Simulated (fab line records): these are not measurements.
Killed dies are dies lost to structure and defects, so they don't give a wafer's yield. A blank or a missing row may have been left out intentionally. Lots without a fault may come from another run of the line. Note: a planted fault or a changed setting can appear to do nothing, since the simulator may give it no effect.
fab line records    flow n5Finfet    part 2 of 2: steps 6 to 6 of 6
record lots=9  wafers=26  lastDay=17
route steps=1938 shown HKMG_FIN@421 BEOL_M4@1111 PASSIVATION@1936
lots with no fault: from the same line, run without faults
startH: hours from the record's first day to the start of the lot's first wafer shown    waitH: time in hours since the lot's previous step    " same as the row above    L1.1+2: a single row standing in for several wafers    - no value, or no start given    * or withheld: withheld    < > ~ a bound
route shown NAME@n: a module of which the file shows steps, and the number in the route of the first    usual: mean/standard deviation of fault-free wafers    same: alike in all rows    chamber/n: place in a boat    sites: per-site readings    _std_site: standard deviation across them    _edge_site: inner sites' mean taken away from outer sites' mean    radiusMm: how far each site lies from the wafer's centre    mask NAME#n: copy n    behind: the last tool/chamber to shape the wafer    hold: why the lot went on hold/how many hours it stayed there/how the hold came to an end    device: the transistor (n, p or np) that didn't switch    end of line: the same wafers' tests at the end of the route    for a step that has no rows: nothing shown but its recipe    killed: dies that structure and defects cost at the first sort, which is not the same as the wafer's yield    map: shows each die of a wafer: x if killed, . if not, _ if none is there
set.NAME: the setting the step ran with; set.NAME@STEP: the setting that earlier step ran with    model.NAME: the simulator's own value behind a step, which no gauge read
route steps across a sampled set of lots; one table per step, one row per wafer
services: when a tool's chamber went out of use (startH, in hours from the record's first day, below 0 if earlier), for how many hours, and the reason
## steps
# step N5_PASSIVATION_PROBE_49
# usual defectLimitedYield=91.4/1.5  killed_at_M0_to_M3=36/11  killed_at_M4_up=14/6  killedAtContacts=11/6  killedAtFrontEnd=37/11  killedAtOther=4/3.4  killedDies=102/18  killedOpen=66/13  killedShort=34/7.8  sort_bin_5_function=5.0/0.97  sort_bin_6_memory=3.2/0.7  sort_bin_8_speed=0.0/0.38  sortNPass=1078/19  sortYieldPct=91.3/1.6
# same grossDies=1180  killedAtBackSide=0  sort_bin_4_leakage[%]=0
lot.wafer  tool       chamber  startH  waitH  defectLimitedYield[%]  killed_at_M0_to_M3  killed_at_M4_up  killedAtContacts  killedAtFrontEnd  killedAtOther  killedDies  killedOpen  killedShort  sort_bin_5_function[%]  sort_bin_6_memory[%]  sort_bin_8_speed[%]  sortNPass  sortYieldPct[%]
L958.1     prober-01  -        271.72  0.0    91.7                   30                  16               15                28                9              98          60          34           4.2                     3.9                   0                    1082       91.7
L958.3     prober-01  -        271.82  0.1    92.5                   41                  15               7                 24                1              88          46          39           4.4                     2.5                   0                    1092       92.5
L958.5     prober-01  -        271.92  0.2    91.7                   25                  21               7                 37                8              98          66          30           5.3                     3.0                   0                    1082       91.7
L960.1     prober-01  -        307.61  0.0    91.6                   44                  7                8                 39                1              99          71          28           5.0                     3.0                   91.6                 0          0
L960.3     prober-01  -        307.71  0.1    90.2                   35                  8                3                 67                3              116         60          41           5.0                     3.7                   90.2                 0          0
L960.6     prober-01  -        307.86  0.3    90.3                   32                  7                12                55                8              114         72          39           5.0                     4.3                   90.3                 0          0
L961.1     prober-01  -        309.49  0.0    93.7                   28                  9                7                 26                4              74          48          24           3.0                     3.0                   93.7                 0          0
L961.3     prober-01  -        309.59  0.1    93.8                   37                  5                9                 18                4              73          46          25           3.9                     2.1                   93.8                 0          0
L961.6     prober-01  -        309.74  0.3    92.1                   39                  7                8                 36                3              93          55          36           4.4                     3.2                   92.1                 0          0
L962.1     prober-02  -        313.20  0.0    90.8                   40                  8                16                42                2              108         66          40           6.0                     3.1                   0                    1072       90.8
L962.3     prober-02  -        313.30  0.1    90.4                   41                  9                19                37                7              113         78          33           4.9                     4.3                   0                    1067       90.4
L962.5     prober-02  -        313.40  0.2    90.2                   41                  15               18                41                1              116         89          25           5.9                     3.5                   0                    1064       90.2
L971.4     prober-02  -        353.09  0.2    90.9                   56                  14               7                 19                11             107         74          33           6.0                     2.7                   0                    1073       90.9
L971.5     prober-02  -        353.14  0.2    90.4                   47                  16               9                 33                8              113         76          37           5.8                     3.6                   0                    1067       90.4
L971.6     prober-02  -        353.19  0.3    92.3                   49                  16               11                12                3              91          61          30           4.1                     3.1                   0                    1089       92.3
L972.1     prober-02  -        358.91  0.6    91.6                   21                  9                6                 59                4              99          67          32           5.8                     2.5                   0                    1081       91.6
L972.2     prober-02  -        358.96  0.7    89.4                   42                  19               12                43                9              125         84          41           5.9                     4.2                   0                    1055       89.4
L972.5     prober-02  -        359.11  0.8    88.6                   43                  7                18                54                12             134         98          36           6.9                     4.5                   0                    1046       88.6
L977.1     prober-01  -        395.07  0.0    91.0                   23                  16               13                54                0              106         71          33           5.5                     3.4                   0                    1074       91.0
L977.3     prober-01  -        395.17  0.1    93.6                   20                  13               12                29                1              75          50          23           3.9                     2.0                   0                    1105       93.6
L977.4     prober-01  -        395.22  0.2    91.5                   37                  7                16                37                3              100         68          32           5.4                     2.3                   0                    1080       91.5
L974.2     prober-02  -        395.51  0.1    88.9                   43                  10               15                58                5              131         80          50           6.8                     3.7                   0                    1049       88.9
L974.5     prober-02  -        395.66  0.2    91.2                   28                  14               19                38                5              104         69          32           5.6                     2.8                   2.3                  1049       88.9
L974.6     prober-02  -        395.71  0.3    89.4                   51                  13               11                46                4              125         90          35           6.4                     3.9                   0                    1055       89.4
L979.5     prober-01  -        401.26  0.2    91.3                   39                  15               3                 45                1              103         62          40           5.4                     3.1                   0                    1077       91.3
L979.6     prober-01  -        401.31  0.3    89.4                   64                  8                7                 46                0              125         72          51           5.8                     4.2                   0                    1055       89.4
# killed by level:class
L958.1 MOL_CONTACT_COAG:geometricParticle:open=13 BEOL_M2:geometricParticle:open=9 BEOL_M4:geometricParticle:open=6 BEOL_M0_SAQP:geometricParticle:open=5 DUMMY_GATE:geometricParticle:open=4 BEOL_M0_SAQP:geometricParticle:short=4 BEOL_M3:geometricParticle:open=4 PASS1_CAP:geometricParticle:open=4
L958.3 FIN_SAQP:geometricParticle:short=11 BEOL_M0_SAQP:geometricParticle:short=11 BEOL_M0_SAQP:geometricParticle:open=9 BEOL_M3:geometricParticle:open=6 BEOL_M2:geometricParticle:open=5 FIN_SAQP:geometricParticle:open=4 MOL_CONTACT_COAG:geometricParticle:short=4 BEOL_M3:geometricParticle:short=4
L958.5 BEOL_M4:geometricParticle:open=16 FIN_SAQP:geometricParticle:open=9 STI_FIN_REVEAL:geometricParticle:open=6 BEOL_M0_SAQP:geometricParticle:open=5 BEOL_M2:geometricParticle:open=5 BEOL_M3:geometricParticle:open=5 FIN_SAQP:geometricParticle:short=4 GATE_CUT:geometricParticle:short=4
L960.1 BEOL_M2:geometricParticle:open=12 FIN_SAQP:geometricParticle:open=11 MOL_CONTACT_COAG:geometricParticle:open=8 BEOL_M0_SAQP:geometricParticle:open=8 BEOL_M0_SAQP:geometricParticle:short=6 FIN_SAQP:geometricParticle:short=5 DUMMY_GATE:geometricParticle:open=4 BEOL_M0:geometricParticle:open=4
L960.3 FIN_SAQP:geometricParticle:open=18 HKMG_FIN:areaEtch=10 FIN_SAQP:geometricParticle:short=9 BEOL_M0_SAQP:geometricParticle:short=9 BEOL_M1:geometricParticle:open=8 DUMMY_GATE:geometricParticle:open=7 STI_FIN_REVEAL:geometricParticle:open=5 DUMMY_GATE:geometricParticle:short=5
L960.6 FIN_SAQP:geometricParticle:open=17 FIN_SAQP:geometricParticle:short=11 BEOL_M0_SAQP:geometricParticle:open=9 DUMMY_GATE:geometricParticle:open=7 MOL_CONTACT_COAG:geometricParticle:open=7 BEOL_M0_SAQP:geometricParticle:short=6 STI_FIN_REVEAL:geometricParticle:open=5 BEOL_M2:geometricParticle:open=5
L961.1 DUMMY_GATE:geometricParticle:open=7 BEOL_M1:geometricParticle:open=6 BEOL_M2:geometricParticle:open=6 BEOL_M3:geometricParticle:open=5 MOL_CONTACT_COAG:geometricParticle:short=4 BEOL_M0_SAQP:geometricParticle:short=4 FIN_SAQP:geometricParticle:short=3 STI_FIN_REVEAL:geometricParticle:open=3
L961.3 MOL_CONTACT_COAG:geometricParticle:open=8 BEOL_M0_SAQP:geometricParticle:short=8 BEOL_M3:geometricParticle:open=8 BEOL_M0_SAQP:geometricParticle:open=7 BEOL_M1:geometricParticle:open=4 BEOL_M2:geometricParticle:open=4 FIN_SAQP:geometricParticle:short=3 GATE_CUT:geometricParticle:short=3
L961.6 BEOL_M2:geometricParticle:open=12 BEOL_M0_SAQP:geometricParticle:short=8 FIN_SAQP:geometricParticle:short=7 MOL_CONTACT_COAG:geometricParticle:open=6 BEOL_M1:geometricParticle:open=6 STARTING-WAFER:geometricParticle:short=6 DUMMY_GATE:geometricParticle:open=5 GATE_CUT:geometricParticle:short=5
L962.1 MOL_CONTACT_COAG:geometricParticle:open=13 BEOL_M3:geometricParticle:open=11 BEOL_M0_SAQP:geometricParticle:short=11 FIN_SAQP:geometricParticle:open=9 STI_FIN_REVEAL:geometricParticle:open=7 BEOL_M0_SAQP:geometricParticle:open=5 BEOL_M1:geometricParticle:open=5 STI_FIN_REVEAL:geometricParticle:short=4
L962.3 FIN_SAQP:geometricParticle:open=17 MOL_CONTACT_COAG:geometricParticle:open=14 BEOL_M1:geometricParticle:open=11 BEOL_M3:geometricParticle:open=7 BEOL_M0_SAQP:geometricParticle:open=6 BEOL_M2:geometricParticle:open=6 MOL_CONTACT_COAG:geometricParticle:short=5 BEOL_M0_SAQP:geometricParticle:short=5
L962.5 MOL_CONTACT_COAG:geometricParticle:open=16 FIN_SAQP:geometricParticle:open=12 BEOL_M3:geometricParticle:open=12 FIN_SAQP:geometricParticle:short=9 BEOL_M4:geometricParticle:open=8 BEOL_M0_SAQP:geometricParticle:open=8 BEOL_M2:geometricParticle:open=8 STI_FIN_REVEAL:geometricParticle:open=6
L971.4 BEOL_M0_SAQP:geometricParticle:open=18 BEOL_M0_SAQP:geometricParticle:short=10 BEOL_M3:geometricParticle:short=8 MOL_CONTACT_COAG:geometricParticle:open=6 BEOL_M1:geometricParticle:open=6 BEOL_M2:geometricParticle:open=6 MIM_TOP:geometricParticle:open=6 STI_FIN_REVEAL:geometricParticle:open=5
L971.5 BEOL_M2:geometricParticle:open=13 STI_FIN_REVEAL:geometricParticle:open=12 BEOL_M0_SAQP:geometricParticle:short=10 MOL_CONTACT_COAG:geometricParticle:open=8 BEOL_M0_SAQP:geometricParticle:open=7 BEOL_M3:geometricParticle:open=7 FIN_SAQP:geometricParticle:short=5 GATE_CUT:geometricParticle:short=5
L971.6 BEOL_M0_SAQP:geometricParticle:short=12 BEOL_M2:geometricParticle:open=10 MOL_CONTACT_COAG:geometricParticle:open=8 BEOL_M0_SAQP:geometricParticle:open=8 BEOL_M1:geometricParticle:open=8 BEOL_M5:geometricParticle:open=6 BEOL_M3:geometricParticle:open=4 BEOL_M4:geometricParticle:open=4
L972.1 FIN_SAQP:geometricParticle:open=15 STI_FIN_REVEAL:geometricParticle:open=11 FIN_SAQP:geometricParticle:short=9 DUMMY_GATE:geometricParticle:open=7 BEOL_M0_SAQP:geometricParticle:short=7 BEOL_M4:geometricParticle:open=7 MOL_CONTACT_COAG:geometricParticle:open=6 BEOL_M0_SAQP:geometricParticle:open=5
L972.2 FIN_SAQP:geometricParticle:open=19 BEOL_M0_SAQP:geometricParticle:open=17 BEOL_M0_SAQP:geometricParticle:short=16 BEOL_M4:geometricParticle:open=12 FIN_SAQP:geometricParticle:short=10 MOL_CONTACT_COAG:geometricParticle:open=10 STI_FIN_REVEAL:geometricParticle:open=6 PASS1_CAP:geometricParticle:open=4
L972.5 FIN_SAQP:geometricParticle:open=18 MOL_CONTACT_COAG:geometricParticle:open=16 STI_FIN_REVEAL:geometricParticle:open=12 BEOL_M2:geometricParticle:open=12 FIN_SAQP:geometricParticle:short=8 BEOL_M0_SAQP:geometricParticle:short=8 BEOL_M0_SAQP:geometricParticle:open=7 BEOL_M1:geometricParticle:open=6
L977.1 FIN_SAQP:geometricParticle:short=15 FIN_SAQP:geometricParticle:open=13 STI_FIN_REVEAL:geometricParticle:open=12 MOL_CONTACT_COAG:geometricParticle:open=10 BEOL_M4:geometricParticle:open=9 BEOL_M2:geometricParticle:open=8 BEOL_M3:geometricParticle:open=6 BEOL_M0_SAQP:geometricParticle:short=5
L977.3 FIN_SAQP:geometricParticle:open=11 MOL_CONTACT_COAG:geometricParticle:open=8 FIN_SAQP:geometricParticle:short=7 BEOL_M3:geometricParticle:open=6 BEOL_M4:geometricParticle:open=5 MOL_CONTACT_COAG:geometricParticle:short=4 BEOL_M0_SAQP:geometricParticle:short=4 BEOL_M2:geometricParticle:open=4
L977.4 MOL_CONTACT_COAG:geometricParticle:open=15 BEOL_M0_SAQP:geometricParticle:open=15 FIN_SAQP:geometricParticle:open=12 FIN_SAQP:geometricParticle:short=9 BEOL_M0_SAQP:geometricParticle:short=7 BEOL_M1:geometricParticle:open=6 STARTING-WAFER:geometricParticle:short=4 GATE_CUT:geometricParticle:short=3
L974.2 STI_FIN_REVEAL:geometricParticle:open=16 BEOL_M2:geometricParticle:open=15 BEOL_M0_SAQP:geometricParticle:short=11 MOL_CONTACT_COAG:geometricParticle:open=11 FIN_SAQP:geometricParticle:open=8 STARTING-WAFER:geometricParticle:short=7 FIN_SAQP:geometricParticle:short=6 BEOL_M4:geometricParticle:open=6
L974.5 MOL_CONTACT_COAG:geometricParticle:open=13 FIN_SAQP:geometricParticle:open=11 BEOL_M0_SAQP:geometricParticle:short=10 STI_FIN_REVEAL:geometricParticle:open=9 BEOL_M0_SAQP:geometricParticle:open=7 MOL_CONTACT_COAG:geometricParticle:short=6 BEOL_M4:geometricParticle:open=6 STI_FIN_REVEAL:geometricParticle:short=4
L974.6 FIN_SAQP:geometricParticle:open=12 STI_FIN_REVEAL:geometricParticle:open=12 BEOL_M2:geometricParticle:open=12 BEOL_M0_SAQP:geometricParticle:short=11 BEOL_M0_SAQP:geometricParticle:open=10 MOL_CONTACT_COAG:geometricParticle:open=8 BEOL_M1:geometricParticle:open=6 BEOL_M3:geometricParticle:open=6
L979.5 FIN_SAQP:geometricParticle:short=9 BEOL_M0_SAQP:geometricParticle:short=8 BEOL_M0_SAQP:geometricParticle:open=8 BEOL_M2:geometricParticle:open=8 ILD0:geometricParticle:short=6 STARTING-WAFER:geometricParticle:open=6 FIN_SAQP:geometricParticle:open=5 STI_FIN_REVEAL:geometricParticle:open=5
L979.6 BEOL_M0_SAQP:geometricParticle:short=23 FIN_SAQP:geometricParticle:short=14 BEOL_M0_SAQP:geometricParticle:open=14 FIN_SAQP:geometricParticle:open=9 BEOL_M1:geometricParticle:open=9 DUMMY_GATE:geometricParticle:open=8 BEOL_M2:geometricParticle:open=7 MOL_CONTACT_COAG:geometricParticle:open=6
## services
tool         chamber  startH  hours  kind
rieDiel-05   -        61.60   0.2    repair
aldMetal-03  2        90.92   1.9    repair
wetBench-06  -        131.95  1.9    pm
rieDiel-05   3        133.54  -      clean
rieDiel-05   3        133.54  -      consumableReplace:focusRing
rieDiel-05   3        133.54  18.2   scheduledDown
rieDiel-05   3        133.54  18.2   ventCycle
wetBench-03  -        135.46  4.0    repair
rieDiel-04   0        138.65  5.3    repair
rieDiel-06   0        147.08  5.7    repair
rieDiel-05   1        170.15  -      clean
rieDiel-05   1        170.15  -      consumableReplace:focusRing
rieDiel-05   1        170.15  -      consumableReplace:showerhead
rieDiel-05   1        170.15  17.4   scheduledDown
rieDiel-05   1        170.15  17.4   ventCycle
aldMetal-02  -        185.64  8.7    pm
wetBench-05  -        188.75  2.9    repair
rieDiel-06   0        197.25  -      clean
rieDiel-06   0        197.25  -      consumableReplace:focusRing
rieDiel-06   0        197.25  35.3   scheduledDown
rieDiel-06   0        197.25  35.3   ventCycle
rieDiel-05   0        200.40  -      clean
rieDiel-05   0        200.40  -      consumableReplace:focusRing
rieDiel-05   0        200.40  -      consumableReplace:showerhead
## key
firstSign step=N5_HKMG_FIN_WET_ETCH_18  reading=toolRecord  direction=missing
effect step=N5_BEOL_M4_RC_MEAS_101  reading=VT_N_LONG  direction=up  sigmas=99+  usual=274.8  struck=481.2
effect step=N5_BEOL_M4_RC_MEAS_101  reading=VT_N  direction=up  sigmas=52  usual=248  struck=457
effect step=N5_BEOL_M4_RC_MEAS_101  reading=VT_N_LVT  direction=up  sigmas=51  usual=97  struck=304
effect step=N5_BEOL_M4_RC_MEAS_101  reading=ION_N  direction=down  sigmas=31  usual=680  struck=241
effect step=N5_BEOL_M4_RC_MEAS_101  reading=IOFF_N_LONG  direction=down  sigmas=9.7  usual=5.61e-05  struck=2.81e-05
effect step=N5_BEOL_M4_RC_MEAS_101  reading=IOFF_N_LIN  direction=down  sigmas=5.1  usual=0.080  struck=0.000
effect step=N5_BEOL_M4_RC_MEAS_101  reading=IOFF_N_85C  direction=down  sigmas=4.9  usual=3.4  struck=0.0
effect step=N5_BEOL_M4_RC_MEAS_101  reading=IOFF_N  direction=down  sigmas=4.1  usual=0.18  struck=0.00
effect step=N5_PASSIVATION_PROBE_49  reading=sort_bin_8_speed  direction=up  sigmas=99+  usual=0.0  struck=92.0
metAt N5_HKMG_FIN_WET_ETCH_18
struckLots L960,L961
baselineLoss step=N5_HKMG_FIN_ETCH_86  wafers=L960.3
notActingAt N5_HKMG_FIN_PWFM_ALD_03,N5_HKMG_FIN_DESCUM_17,N5_HKMG_FIN_ETCH_31
fault kind=skippedStepWhole  tool=wetBench-05,wetBench-06  chamber=-  onsetH=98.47  steps=N5_HKMG_FIN_WET_ETCH_18  scope=struckLotsOnly
# baselineLoss: these wafers lose ten dies or more at that step, a loss of the line's own and not of a fault; the sort's usual values leave them out
